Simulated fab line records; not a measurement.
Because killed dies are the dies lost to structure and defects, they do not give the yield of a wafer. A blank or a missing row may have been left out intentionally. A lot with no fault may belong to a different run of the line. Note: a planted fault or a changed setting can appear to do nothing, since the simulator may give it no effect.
Matching of chambers + flow nandHarc + rieDiel-06 running NHARC_P_BONDPAD_ACTIVATE_29: 4 sister chambers
The step chemistry N2, time 60 s. 27 wafers are shown with their chamber, then 12 later ones without.

WAFERS WITH THEIR CHAMBER
| wafer  | chamber | showerheadPlenumPTorr (Torr) | drypumpMotorCurrentA (A) | rfVppV (V) |
|--------|---------|------------------------------|--------------------------|------------|
| L075.2 | 0       | 1.71                         | 5.8                      | 63.6       |
| L075.3 | 3       | 1.71                         | 4.8                      | 64.6       |
| L075.6 | 0       | 1.71                         | 5.8                      | 63.8       |
| L076.2 | 3       | 1.71                         | 4.8                      | 63.6       |
| L076.3 | 2       | 1.91                         | 5.8                      | 64.9       |
| L076.5 | 0       | 1.71                         | 5.8                      | 64.3       |
| L079.1 | 3       | 1.71                         | 4.7                      | 65.3       |
| L079.5 | 1       | 1.85                         | 5.3                      | 64.9       |
| L079.6 | 2       | 1.91                         | 5.8                      | 64.5       |
| L078.2 | 1       | 1.85                         | 5.3                      | 64.4       |
| L078.3 | 3       | 1.70                         | 4.8                      | 64.0       |
| L078.6 | 0       | 1.71                         | 5.8                      | 63.3       |
| L080.1 | 1       | 1.85                         | 5.3                      | 64.2       |
| L080.2 | 3       | 1.71                         | 4.8                      | 64.8       |
| L080.6 | 2       | 1.91                         | 5.8                      | 65.1       |
| L081.1 | 3       | 1.71                         | 4.8                      | 63.1       |
| L081.3 | 0       | 1.71                         | 5.8                      | 62.1       |
| L081.6 | 3       | 1.71                         | 4.8                      | 63.5       |
| L086.2 | 0       | 1.71                         | 5.8                      | 62.9       |
| L086.4 | 3       | 1.70                         | 4.8                      | 65.3       |
| L086.5 | 2       | 1.91                         | 5.8                      | 63.9       |
| L089.1 | 0       | 1.71                         | 5.8                      | 62.6       |
| L089.2 | 1       | 1.85                         | 5.3                      | 64.8       |
| L089.3 | 2       | 1.91                         | 5.8                      | 64.4       |
| L091.2 | 1       | 1.85                         | 5.3                      | 64.5       |
| L091.5 | 1       | 1.85                         | 5.3                      | 64.6       |
| L091.6 | 0       | 1.71                         | 5.8                      | 63.9       |

SIGNATURES, as means of the wafers listed above
| reading               | chamber 0 | chamber 1 | chamber 2 | chamber 3 | scatter within a chamber |
|-----------------------|-----------|-----------|-----------|-----------|--------------------------|
| showerheadPlenumPTorr | 1.7100    | 1.8500    | 1.9100    | 1.7075    | 0.00255                  |
| drypumpMotorCurrentA  | 5.800     | 5.300     | 5.800     | 4.787     | 0.0195                   |
| rfVppV                | 63.312    | 64.567    | 64.560    | 64.275    | 0.659                    |
Rule: a wafer lies at a distance from a chamber equal to the root of the sum of squares, over the readings, of (its reading less the chamber's mean, divided by the reading's scatter). If the next closest chamber is less than 2 further off than the closest, the wafer can't be placed; otherwise it belongs to the closest. The scatter is the square root of a quotient: the sum, over the shown wafers, of each reading's squared deviation from its chamber's mean, divided by wafers minus chambers.

WAFERS WHOSE CHAMBER IS MISSING
| wafer  | showerheadPlenumPTorr (Torr) | drypumpMotorCurrentA (A) | rfVppV (V) |
|--------|------------------------------|--------------------------|------------|
| L092.2 | 1.91                         | 5.8                      | 65.9       |
| L092.3 | 1.85                         | 5.2                      | 64.7       |
| L092.4 | 1.71                         | 5.8                      | 62.4       |
| L093.1 | 1.70                         | 4.8                      | 63.3       |
| L093.2 | 1.85                         | 5.3                      | 64.2       |
| L093.5 | 1.85                         | 5.3                      | 64.5       |
| L094.2 | 1.71                         | 5.8                      | 64.5       |
| L094.3 | 1.85                         | 5.3                      | 65.6       |
| L094.5 | 1.71                         | 5.8                      | 63.0       |
| L096.1 | 1.84                         | 5.3                      | 65.4       |
| L096.2 | 1.70                         | 4.7                      | 63.4       |
| L096.4 | 1.71                         | 5.8                      | 64.4       |

THE CHAMBER EACH PASSED THROUGH
| wafer  | from the rows above | in truth |
|--------|---------------------|----------|
| L092.2 | 2                   | 2        |
| L092.3 | 1                   | 1        |
| L092.4 | 0                   | 0        |
| L093.1 | 3                   | 3        |
| L093.2 | 1                   | 1        |
| L093.5 | 1                   | 1        |
| L094.2 | 0                   | 0        |
| L094.3 | 1                   | 1        |
| L094.5 | 0                   | 0        |
| L096.1 | 1                   | 1        |
| L096.2 | 3                   | 3        |
| L096.4 | 0                   | 0        |
12 of 12 placed correctly. Can't be placed from these rows: 0. Wrongly placed: 0.
